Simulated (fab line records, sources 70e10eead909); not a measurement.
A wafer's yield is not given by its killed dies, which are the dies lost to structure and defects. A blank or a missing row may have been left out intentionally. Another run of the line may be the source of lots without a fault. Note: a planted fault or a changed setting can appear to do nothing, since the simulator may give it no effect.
Matching of chambers    flow nand-harc    NHARC_A_M1_PRE_CLEAN_32 on pecvd-04: 3 sister chambers
The step time 12 s. 6 wafers are shown with their chamber, then 12 later ones without.

## WAFERS, EACH WITH ITS CHAMBER
wafer   chamber  heater-power-w (W)
L089.2  2        586
L089.4  2        588
L089.5  0        700
L096.1  1        636
L096.3  0        687
L096.6  1        647

## WAFERS WITH NO CHAMBER GIVEN
wafer   heater-power-w (W)
L096.2  596
L096.4  587
L096.5  671
L094.1  551
L094.5  578
L094.6  629
L094.2  642
L094.3  580
L094.4  551
L095.4  642
L095.5  679
L095.6  575

## EACH ONE'S CHAMBER
wafer    from the rows above       in truth
L096.2   2                         2
L096.4   2                         2
L096.5   can't be placed: 0 or 1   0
L094.1   2                         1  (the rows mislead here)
L094.5   2                         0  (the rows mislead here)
L094.6   1                         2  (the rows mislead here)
L094.2   1                         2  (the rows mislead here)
L094.3   2                         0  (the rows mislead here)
L094.4   2                         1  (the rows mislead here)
L095.4   1                         1
L095.5   0                         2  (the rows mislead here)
L095.6   2                         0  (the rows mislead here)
Correct placement for 3 of the 12. Can't be placed from these rows: 1 (the true chamber is among the candidates in 1). 8 placed wrongly.
How it was worked out, from the rows above alone: a wafer's distance from a chamber is the root of the sum, over the readings, of the square of ((its reading less the chamber's mean) divided by the reading's scatter). The wafer belongs to the nearest chamber; if the next one is less than 2 further off, it can't be placed. For every chamber, the mean is computed from those of its wafers that are shown. The scatter is the square root of a quotient: the sum, over the shown wafers, of each reading's squared deviation from its chamber's mean, divided by wafers minus chambers.
